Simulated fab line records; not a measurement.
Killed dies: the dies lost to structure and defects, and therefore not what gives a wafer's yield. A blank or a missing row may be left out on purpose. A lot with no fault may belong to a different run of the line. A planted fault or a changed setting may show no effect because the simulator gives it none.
fab line records	flow nandHarc	part 1 of 2: steps 1 to 23 of 32
[record] lots = 5	wafers = 15	lastDay = 24
route steps=1159 shown P_GATE@216 P_CONTACT@217
lots with no fault: from the same line, run without faults
startH: hours from the record's first day to the start of the lot's first wafer shown	waitH: hours elapsed since this lot's preceding step	" as in the row above	L1.1+2: one row covering several wafers at once	- value missing, or start not given	* or withheld: withheld	< > ~ a bound
route shown NAME@n: NAME is a module with steps in the file, n the number in the route of the first one	usual: mean/standard deviation of fault-free wafers	same: alike in all rows	chamber/n: place in a boat	sites: each site's reading	_std_site: standard deviation of those values	_edge_site: mean of outer sites minus mean of inner sites	radiusMm: how far each site lies from the wafer's centre	mask NAME#n: copy n	behind: the last tool/chamber to shape the wafer	hold: the reason the lot was held/the length of the hold in hours/how it ended	device: the transistor (n, p or np) that didn't switch	end of line: the same wafers' tests at the end of the route	for a step that has no rows: nothing shown but its recipe	killed: count of dies lost to structure and defects at first sort (not the wafer's yield)	map: the dies of a wafer, with x for killed, . for not killed, _ for no die there
set.NAME: the setting that was run; set.NAME@STEP: the one run at that earlier step	model.NAME: the simulator's own value behind a step, which no gauge read
a table for each step, a row for each wafer; lots at some steps of the route
services: a tool's chamber out of use, with start hour (startH, from the record's first day; less than 0 if before it), hours out, and reason
[[steps]]
[step NHARC_P_GATE_INSPECT_68]
[usual] rawDefectCount = 184/66
lot.wafer	tool	chamber	startH	waitH	rawDefectCount
L074.4	defectInspect-01	-	111.02	0.1	318
L074.5	"	-	"	"	289
L074.6	"	-	"	"	263
L086.1	defectInspect-01	-	184.99	0.2	132
L086.2	"	-	"	"	104
L086.5	"	-	"	"	178
L089.1	defectInspect-02	-	198.46	0.2	249
L089.5	"	-	"	"	215
L089.6	"	-	"	"	194
L097.2	defectInspect-02	-	240.27	0.1	180
L097.5	"	-	"	"	104
L097.6	"	-	"	"	124
L096.2	defectInspect-02	-	240.66	0.1	212
L096.5	"	-	"	"	219
L096.6	"	-	"	"	195
[step NHARC_P_CONTACT_DEP_30]
[recipe] targetThkA = 300	tempC = 400	targetThkNm = 30	flowSccm = 200	rfW = 450	material = SiNx
[usual] heaterPowerW = 677/77
lot.wafer	tool	chamber	startH	waitH	heaterPowerW
L074.6	pecvd-03	1	111.20	0.2	658
L074.5	"	2	"	"	515
L074.4	"	0	"	"	795
L086.2	pecvd-03	0	185.05	0.1	738
L086.1	"	1	"	"	690
L086.5	"	1	"	"	679
L089.1	pecvd-02	0	198.66	0.2	628
L089.5	"	2	"	"	702
L089.6	"	0	"	"	644
L097.2	pecvd-03	1	240.37	0.1	724
L097.5	"	0	"	"	649
L097.6	"	1	"	"	731
L096.2	pecvd-04	2	240.81	0.1	658
L096.6	"	0	"	"	672
L096.5	"	2	"	"	644
[step NHARC_P_CONTACT_DEP_00]
[recipe] targetThkA = 5000	tempC = 400	pressureTorr = 6.5	rfW = 900	teosFlowSccm = 161.4	flowSccm = 2650	targetThkNm = 500	gas = O2	material = SiO2
[usual] heaterPowerW = 522/77	throttleValvePct = 16.1/0.52
lot.wafer	tool	chamber	startH	waitH	heaterPowerW	throttleValvePct
L074.6	pecvd-03	1	-	-	658	16.2
L074.5	"	2	"	"	365	15.3
L074.4	"	0	"	"	537	16.2
L086.2	pecvd-03	0	-	-	525	16.0
L086.1	"	1	"	"	586	16.0
L086.5	"	1	"	"	609	15.9
L089.1	pecvd-02	0	-	-	490	16.6
L089.5	"	2	"	"	497	17.0
L089.6	"	0	"	"	501	16.6
L097.2	pecvd-03	1	-	-	512	16.2
L097.5	"	0	"	"	476	16.1
L097.6	"	1	"	"	540	15.9
L096.2	pecvd-04	2	-	-	433	15.6
L096.6	"	0	"	"	598	16.5
L096.5	"	2	"	"	454	15.4
[step NHARC_P_CONTACT_CMP_01]
[recipe] targetThkNm = 200	material = SiO2
[usual] motorCurrentA = 12.5/1.3
lot.wafer	tool	chamber	startH	waitH	motorCurrentA
L074.4	cmp-03	0	111.82	-	12.6
L074.5	"	3	"	"	11.0
L074.6	"	0	"	"	12.6
L086.2	cmp-02	1	185.79	-	9.3
L086.1	"	3	"	"	12.4
L086.5	"	0	"	"	12.4
L089.1	cmp-03	3	199.37	-	11.5
L089.6	"	0	"	"	13.1
L089.5	"	1	"	"	14.0
L097.2	cmp-02	2	241.10	-	13.8
L097.5	"	0	"	"	12.4
L097.6	"	1	"	"	10.1
L096.2	cmp-02	2	241.44	-	14.0
L096.5	"	2	"	"	13.2
L096.6	"	3	"	"	12.8
[step NHARC_P_CONTACT_SRD_03]
lot.wafer	tool	chamber	startH	waitH
L074.6+5+4	wetBench-05	1,2,5	112.10	0.0
L086.2+5+1	wetBench-04	7,0,1	186.07	0.0
L089.5+1+6	wetBench-09	7,1,3	199.59	0.0
L097.2+6+5	wetBench-09	3,5,6	241.34	0.0
L096.2+6+5	wetBench-04	2,3,4	241.75	0.1
[step NHARC_P_CONTACT_DEHYDRATE_04]
[recipe] tempC = 150	timeS = 120
[usual] resistLineTempC = 23.02/0.13
[same] timeS = 120
lot.wafer	tool	chamber	startH	waitH	resistLineTempC
L074.4	lithoTrack-04	0	112.18	0.1	22.96
L074.5	"	0	"	"	22.93
L074.6	"	0	"	"	23.05
L086.1	lithoTrack-04	0	186.15	0.1	23.09
L086.2	"	0	"	"	23.06
L086.5	"	0	"	"	23.05
L089.1	lithoTrack-06	0	199.67	0.1	22.93
L089.5	"	0	"	"	23.12
L089.6	"	0	"	"	23.09
L097.2	lithoTrack-06	0	241.45	0.1	22.65
L097.5	"	0	"	"	22.98
L097.6	"	0	"	"	23.06
L096.2	lithoTrack-04	0	241.82	0.1	22.98
L096.5	"	0	"	"	23.11
L096.6	"	0	"	"	22.95
[step NHARC_P_CONTACT_HMDS_05]
[recipe] timeS = 30
[usual] resistLineTempC = 22.97/0.11
[same] timeS = 30
lot.wafer	tool	chamber	startH	waitH	resistLineTempC
L074.4	lithoTrack-04	0	-	-	22.88
L074.5	"	0	"	"	22.98
L074.6	"	0	"	"	23.07
L086.1	lithoTrack-04	0	-	-	22.92
L086.2	"	0	"	"	22.92
L086.5	"	0	"	"	22.98
L089.1	lithoTrack-06	0	-	-	22.82
L089.5	"	0	"	"	22.91
L089.6	"	0	"	"	22.82
L097.2	lithoTrack-06	0	-	-	23.06
L097.5	"	0	"	"	22.86
L097.6	"	0	"	"	23.05
L096.2	lithoTrack-04	0	-	-	22.91
L096.5	"	0	"	"	22.85
L096.6	"	0	"	"	22.83
[step NHARC_P_CONTACT_COAT_33]
[recipe] tempC = 260	timeS = 75
[usual] resistLineTempC = 22.99/0.12
[same] timeS = 75
lot.wafer	tool	chamber	startH	waitH	resistLineTempC
L074.4	lithoTrack-04	0	-	-	22.78
L074.5	"	0	"	"	22.76
L074.6	"	0	"	"	22.82
L086.1	lithoTrack-04	0	-	-	22.94
L086.2	"	0	"	"	22.93
L086.5	"	0	"	"	23.16
L089.1	lithoTrack-06	0	-	-	23.01
L089.5	"	0	"	"	23.05
L089.6	"	0	"	"	23.07
L097.2	lithoTrack-06	0	-	-	23.06
L097.5	"	0	"	"	23.11
L097.6	"	0	"	"	22.95
L096.2	lithoTrack-04	0	-	-	23.05
L096.5	"	0	"	"	23.10
L096.6	"	0	"	"	23.06
[step NHARC_P_CONTACT_COAT_34]
[recipe] tempC = 225	timeS = 65
[usual] resistLineTempC = 22.98/0.11
[same] timeS = 65
lot.wafer	tool	chamber	startH	waitH	resistLineTempC
L074.4	lithoTrack-04	0	-	-	22.85
L074.5	"	0	"	"	23.03
L074.6	"	0	"	"	23.01
L086.1	lithoTrack-04	0	-	-	22.90
L086.2	"	0	"	"	22.88
L086.5	"	0	"	"	22.97
L089.1	lithoTrack-06	0	-	-	22.98
L089.5	"	0	"	"	22.98
L089.6	"	0	"	"	23.01
L097.2	lithoTrack-06	0	-	-	22.80
L097.5	"	0	"	"	22.85
L097.6	"	0	"	"	22.89
L096.2	lithoTrack-04	0	-	-	22.79
L096.5	"	0	"	"	22.85
L096.6	"	0	"	"	22.68
[step NHARC_P_CONTACT_COAT_06]
[recipe] spinRpm = 1500	resistThkNm = 90
[usual] resistLineTempC = 23.01/0.11	spinSpeedRpm = 1499.9/1
lot.wafer	tool	chamber	startH	waitH	resistLineTempC	spinSpeedRpm
L074.4	lithoTrack-04	0	-	-	22.98	1499.7
L074.5	"	0	"	"	22.96	1499.4
L074.6	"	0	"	"	22.89	1499.4
L086.1	lithoTrack-04	0	-	-	23.07	1499.8
L086.2	"	0	"	"	23.02	1499.6
L086.5	"	0	"	"	23.03	1500.5
L089.1	lithoTrack-06	0	-	-	23.09	1500.0
L089.5	"	0	"	"	23.14	1501.1
L089.6	"	0	"	"	23.05	1500.1
L097.2	lithoTrack-06	0	-	-	23.03	1501.5
L097.5	"	0	"	"	23.03	1500.5
L097.6	"	0	"	"	23.11	1501.3
L096.2	lithoTrack-04	0	-	-	23.04	1501.4
L096.5	"	0	"	"	23.06	1501.5
L096.6	"	0	"	"	23.10	1500.3
[step NHARC_P_CONTACT_SOFTBAKE_07]
[recipe] tempC = 105	timeS = 55
[usual] resistLineTempC = 23.02/0.11
[same] timeS = 55
lot.wafer	tool	chamber	startH	waitH	resistLineTempC
L074.4	lithoTrack-04	0	-	-	23.08
L074.5	"	0	"	"	23.04
L074.6	"	0	"	"	23.10
L086.1	lithoTrack-04	0	-	-	23.18
L086.2	"	0	"	"	23.03
L086.5	"	0	"	"	23.11
L089.1	lithoTrack-06	0	-	-	22.91
L089.5	"	0	"	"	23.08
L089.6	"	0	"	"	22.92
L097.2	lithoTrack-06	0	-	-	23.12
L097.5	"	0	"	"	23.20
L097.6	"	0	"	"	23.04
L096.2	lithoTrack-04	0	-	-	22.78
L096.5	"	0	"	"	22.88
L096.6	"	0	"	"	22.93
[step NHARC_P_CONTACT_EBR_08]
[usual] resistLineTempC = 23.00/0.085
lot.wafer	tool	chamber	startH	waitH	resistLineTempC
L074.4	lithoTrack-04	0	-	-	23.09
L074.5	"	0	"	"	23.09
L074.6	"	0	"	"	23.00
L086.1	lithoTrack-04	0	-	-	23.06
L086.2	"	0	"	"	23.01
L086.5	"	0	"	"	22.96
L089.1	lithoTrack-06	0	-	-	22.80
L089.5	"	0	"	"	22.88
L089.6	"	0	"	"	22.98
L097.2	lithoTrack-06	0	-	-	22.90
L097.5	"	0	"	"	23.01
L097.6	"	0	"	"	23.01
L096.2	lithoTrack-04	0	-	-	23.05
L096.5	"	0	"	"	23.02
L096.6	"	0	"	"	22.98
[step NHARC_P_CONTACT_EXPOSE_09]
[recipe] na = 1.35	targetCdNm = 90	doseMj = 81.26	maskId = P_CA
lot.wafer	tool	chamber	startH	waitH	mask
L074.4+5+6	arfiScanner-01	0	112.50	-	P_CA#0
L086.1+2+5	arfiScanner-03	0	186.46	-	P_CA#0
L089.1+5+6	arfiScanner-03	0	199.85	-	P_CA#0
L097.2+5+6	arfiScanner-02	0	241.76	-	P_CA#0
L096.2+5+6	arfiScanner-03	0	242.13	-	P_CA#0
[step NHARC_P_CONTACT_PEB_10]
[recipe] pebTempC = 100	pebTimeS = 65
[usual] resistLineTempC = 23.01/0.1
lot.wafer	tool	chamber	startH	waitH	resistLineTempC
L074.4	lithoTrack-01	0	112.55	0.0	23.04
L074.5	"	0	"	"	23.21
L074.6	"	0	"	"	23.04
L086.1	lithoTrack-01	0	186.52	0.1	23.06
L086.2	"	0	"	"	23.06
L086.5	"	0	"	"	23.08
L089.1	lithoTrack-01	0	199.91	0.1	22.96
L089.5	"	0	"	"	23.17
L089.6	"	0	"	"	23.23
L097.2	lithoTrack-01	0	241.82	0.1	23.00
L097.5	"	0	"	"	22.96
L097.6	"	0	"	"	23.08
L096.2	lithoTrack-06	0	242.19	0.1	22.98
L096.5	"	0	"	"	23.04
L096.6	"	0	"	"	23.05
[step NHARC_P_CONTACT_DEVELOP_11]
[recipe] developTimeS = 35	devTempC = 23
[usual] resistLineTempC = 23.00/0.13
lot.wafer	tool	chamber	startH	waitH	resistLineTempC
L074.4	lithoTrack-01	0	-	-	22.89
L074.5	"	0	"	"	22.96
L074.6	"	0	"	"	22.95
L086.1	lithoTrack-01	0	-	-	22.95
L086.2	"	0	"	"	22.81
L086.5	"	0	"	"	23.04
L089.1	lithoTrack-01	0	-	-	22.80
L089.5	"	0	"	"	22.91
L089.6	"	0	"	"	22.89
L097.2	lithoTrack-01	0	-	-	23.08
L097.5	"	0	"	"	22.95
L097.6	"	0	"	"	23.01
L096.2	lithoTrack-06	0	-	-	22.83
L096.5	"	0	"	"	22.87
L096.6	"	0	"	"	22.88
[step NHARC_P_CONTACT_CD_MEAS_12]
[recipe] targetCdNm = 90	landingEnergyEv = 500
[usual] cdNm = 90.1/0.54
lot.wafer	tool	chamber	startH	waitH	cdNm
L074.4	cdSem-03	0	112.63	-	89.8
L074.5	"	0	"	"	90.9
L074.6	"	0	"	"	90.5
L086.1	cdSem-02	0	186.60	-	89.4
L086.2	"	0	"	"	90.1
L086.5	"	0	"	"	89.8
L089.1	cdSem-02	0	199.99	-	89.6
L089.5	"	0	"	"	89.3
L089.6	"	0	"	"	89.4
L097.2	cdSem-01	0	241.90	-	90.2
L097.5	"	0	"	"	90.6
L097.6	"	0	"	"	90.2
L096.2	cdSem-03	0	242.27	-	90.0
L096.5	"	0	"	"	89.6
L096.6	"	0	"	"	90.5
[step NHARC_P_CONTACT_OVL_MEAS_13]
[usual] overlayXNm = 0.3/0.86	overlayYNm = 0.2/0.94
lot.wafer	tool	chamber	startH	waitH	overlayXNm	overlayYNm
L074.4	overlay-01	-	112.71	-	0.6	-0.3
L074.5	"	-	"	"	1.1	-1.1
L074.6	"	-	"	"	1.0	-0.8
L086.1	overlay-02	-	186.69	-	-1.3	1.2
L086.2	"	-	"	"	0.0	1.1
L086.5	"	-	"	"	-0.9	0.3
L089.1	overlay-01	-	200.08	-	0.0	-0.3
L089.5	"	-	"	"	-0.2	-0.5
L089.6	"	-	"	"	0.0	-0.5
L097.2	overlay-01	-	242.00	-	0.6	-0.4
L097.5	"	-	"	"	0.3	0.0
L097.6	"	-	"	"	0.7	-0.1
L096.2	overlay-02	-	242.36	-	0.7	1.8
L096.5	"	-	"	"	0.3	2.3
L096.6	"	-	"	"	0.6	2.4
[step NHARC_P_CONTACT_INSPECT_14]
[usual] rawDefectCount = 3.6/2.1
lot.wafer	tool	chamber	startH	waitH	rawDefectCount
L074.4	defectInspect-01	-	112.75	0.0	3
L074.5	"	-	"	"	3
L074.6	"	-	"	"	3
L086.1	defectInspect-02	-	186.73	0.0	1
L086.2	"	-	"	"	3
L086.5	"	-	"	"	1
L089.1	defectInspect-01	-	200.12	0.0	2
L089.5	"	-	"	"	2
L089.6	"	-	"	"	5
L097.2	defectInspect-01	-	242.04	0.0	8
L097.5	"	-	"	"	4
L097.6	"	-	"	"	2
L096.2	defectInspect-02	-	242.39	0.0	3
L096.5	"	-	"	"	3
L096.6	"	-	"	"	5
[step NHARC_P_CONTACT_DESCUM_17]
[recipe] timeS = 3	o2FlowSccm = 200	arFlowSccm = 0	biasPowerW = 0	chemistry = O2
[usual] drypumpMotorCurrentA = 5.6/0.4	mfcArSccm = 0.008/0.0094	oesProductAu = 0.999/0.0068	rfVppV = 57.8/0.76	showerheadPlenumPTorr = 1.91/0.07	throttleValvePct = 11.312/0.0099
[same] timeS = 3
lot.wafer	tool	chamber	startH	waitH	drypumpMotorCurrentA	mfcArSccm	oesProductAu	rfHoursCounterH	rfVppV	showerheadPlenumPTorr	throttleValvePct
L074.4	rieDiel-13	0	112.82	0.1	5.5	0.028	0.993	0	57.9	1.96	11.314
L074.5	"	3	"	"	6.0	0	1.011	-	57.6	1.96	11.326
L074.6	"	0	"	"	5.5	0.028	0.990	-	57.8	1.96	11.316
L086.1	rieDiel-04	2	186.80	0.1	6.0	0	0.997	8	58.7	1.98	11.300
L086.2	"	3	"	"	6.0	0.012	0.999	6	55.4	1.78	11.318
L086.5	"	0	"	"	5.3	0	0.995	-	58.0	1.92	11.310
L089.1	rieDiel-04	2	200.20	0.1	6.0	0	1.005	9	58.8	1.98	11.309
L089.5	"	3	"	"	6.0	0.012	1.003	-	57.7	1.78	11.314
L089.6	"	0	"	"	5.3	0	0.996	-	57.8	1.92	11.324
L097.2	rieDiel-04	0	242.10	0.1	5.3	0	0.998	11	56.9	1.92	11.322
L097.5	"	0	"	"	5.3	0	0.992	-	59.0	1.92	11.299
L097.6	"	1	"	"	5.0	0.006	0.993	-	57.4	1.93	11.307
L096.2	rieDiel-13	3	242.47	0.1	6.0	0	1.002	12	58.7	1.96	11.319
L096.5	"	1	"	"	5.8	0.022	1.008	-	57.4	1.95	11.321
L096.6	"	2	"	"	5.3	0.006	1.000	-	57.1	1.82	11.316
[step NHARC_P_CONTACT_ETCH_35]
[recipe] targetDepthA = 390	overEtchFrac = 0.3	timeS = 65	ionEnergyEv = 80	cf4FlowSccm = 150	arFlowSccm = 0	rfW = 300	biasW = 100	chemistry = CF4
[usual] drypumpMotorCurrentA = 5.5/0.42	mfcArSccm = 0.008/0.0091	oesProductAu = 0.999/0.0069	rfVppV = 151.2/1.1	showerheadPlenumPTorr = 1.77/0.06	throttleValvePct = 13.285/0.0086
[same] timeS = 65
lot.wafer	tool	chamber	startH	waitH	drypumpMotorCurrentA	mfcArSccm	oesProductAu	rfHoursCounterH	rfVppV	showerheadPlenumPTorr	throttleValvePct
L074.4	rieDiel-13	2	112.90	0.1	5.3	0.006	0.993	1	151.8	1.69	13.287
L074.6	"	1	"	"	5.8	0.022	0.998	-	152.2	1.80	13.286
L074.5	"	2	"	"	5.3	0.006	0.989	-	150.8	1.70	13.289
L086.2	rieDiel-04	1	186.87	0.1	5.0	0.006	1.002	8	150.5	1.79	13.288
L086.1	"	3	"	"	6.0	0.012	1.003	6	150.0	1.65	13.304
L086.5	"	2	"	"	6.0	0	0.996	-	153.4	1.83	13.289
L089.1	rieDiel-04	0	200.27	0.1	5.3	0	0.996	7	151.0	1.77	13.283
L089.6	"	3	"	"	5.9	0.012	1.001	-	150.3	1.65	13.272
L089.5	"	0	"	"	5.3	0	0.994	-	150.4	1.77	13.285
L097.2	rieDiel-04	0	242.18	0.1	5.3	0	1.009	11	150.0	1.77	13.288
L097.5	"	0	"	"	5.3	0	1.005	-	152.9	1.77	13.265
L097.6	"	1	"	"	5.0	0.006	0.998	-	151.0	1.79	13.271
L096.2	rieDiel-13	1	242.56	0.1	5.8	0.022	1.000	14	151.2	1.80	13.281
L096.5	"	2	"	"	5.3	0.006	1.006	-	150.4	1.69	13.282
L096.6	"	3	"	"	6.0	0	1.008	-	151.7	1.81	13.285
[step NHARC_P_CONTACT_ETCH_36]
[recipe] targetDepthA = 2600	overEtchFrac = 0.25	timeS = 406.25	ionEnergyEv = 200	n2FlowSccm = 150	h2FlowSccm = 150	arFlowSccm = 0	rfW = 400	biasW = 150	chemistry = N2/H2
[usual] drypumpMotorCurrentA = 5.6/0.41	h2FlowSccm = 149.9/0.39	mfcArSccm = 0.009/0.0096	oesProductAu = 0.999/0.0068	rfVppV = 430.3/2.6	showerheadPlenumPTorr = 2.03/0.079	throttleValvePct = 14.171/0.0096
[same] timeS = 406.25
lot.wafer	tool	chamber	startH	waitH	drypumpMotorCurrentA	h2FlowSccm	mfcArSccm	oesProductAu	rfHoursCounterH	rfVppV	showerheadPlenumPTorr	throttleValvePct
L074.4	rieDiel-13	1	-	-	5.8	149.4	0.022	1.004	1	432.1	2.08	14.166
L074.5	"	0	"	"	5.5	148.9	0.028	1.004	-	431.3	2.09	14.183
L074.6	"	1	"	"	5.8	149.6	0.022	0.997	-	432.1	2.08	14.165
L086.2	rieDiel-04	1	-	-	5.0	149.8	0.006	0.993	8	430.5	2.06	14.181
L086.1	"	2	"	"	6.1	150.0	0	1.001	8	431.6	2.12	14.169
L086.5	"	0	"	"	5.3	149.7	0	0.995	-	430.1	2.05	14.170
L089.1	rieDiel-04	3	-	-	6.0	150.2	0.012	0.992	7	425.3	1.89	14.165
L089.6	"	3	"	"	6.0	150.1	0.012	0.998	-	425.1	1.89	14.158
L089.5	"	0	"	"	5.3	150.8	0	0.992	-	430.9	2.05	14.151
L097.2	rieDiel-04	0	-	-	5.3	149.8	0	0.998	11	431.1	2.04	14.182
L097.5	"	2	"	"	6.0	149.6	0	0.982	-	433.1	2.12	14.176
L097.6	"	3	"	"	6.0	149.8	0.012	1.004	-	426.4	1.89	14.176
L096.2	rieDiel-13	0	-	-	5.5	149.6	0.028	0.996	13	431.9	2.09	14.175
L096.6	"	2	"	"	5.3	150.9	0.006	0.994	-	427.7	1.94	14.173
L096.5	"	3	"	"	6.0	150.7	0	1.006	-	431.8	2.09	14.159
[step NHARC_P_CONTACT_ETCH_18]
[recipe] targetDepthA = 4810	timeS = 240.5	c4f8FlowSccm = 20	o2FlowSccm = 10	arFlowSccm = withheld	rfW = 600	biasW = 1500	chemistry = C4F8/O2/Ar
[usual] oesProductAu = 0.966/0.015	rfVppV = 978/4.9
[same] timeS = 240.5
lot.wafer	tool	chamber	startH	waitH	oesProductAu	rfHoursCounterH	rfVppV
L074.4	rieDiel-09	2	113.45	-	1.007	7	979
L074.5	"	1	"	"	1.008	-	978
L074.6	"	2	"	"	1.020	-	977
L086.1	rieDiel-04	1	-	-	0.953	8	979
L086.2	"	2	"	"	0.974	8	982
L086.5	"	1	"	"	0.964	-	980
L089.1	rieDiel-04	1	-	-	0.950	9	980
L089.6	"	1	"	"	0.943	-	979
L089.5	"	2	"	"	0.940	-	982
L097.2	rieDiel-04	3	-	-	0.981	11	967
L097.5	"	0	"	"	0.963	-	980
L097.6	"	1	"	"	0.962	-	978
L096.2	rieDiel-13	0	-	-	0.963	13	982
L096.5	"	0	"	"	0.979	-	981
L096.6	"	1	"	"	0.962	-	980
[step NHARC_P_CONTACT_STRIP_37]
[recipe] c4f8FlowSccm = withheld	o2FlowSccm = 8	arFlowSccm = withheld	biasW = 0	chemistry = C4F8/O2/Ar
lot.wafer	tool	chamber	startH	waitH
L074.4+6+5	rieDiel-09	3,2,3	-	-
L086.2+1+5	rieDiel-04	0,2,1	-	-
L089.1+6+5	rieDiel-04	0,2,3	-	-
L097.2+5+6	rieDiel-04	2,3,0	-	-
L096.2+6+5	rieDiel-13	2,2,3	-	-
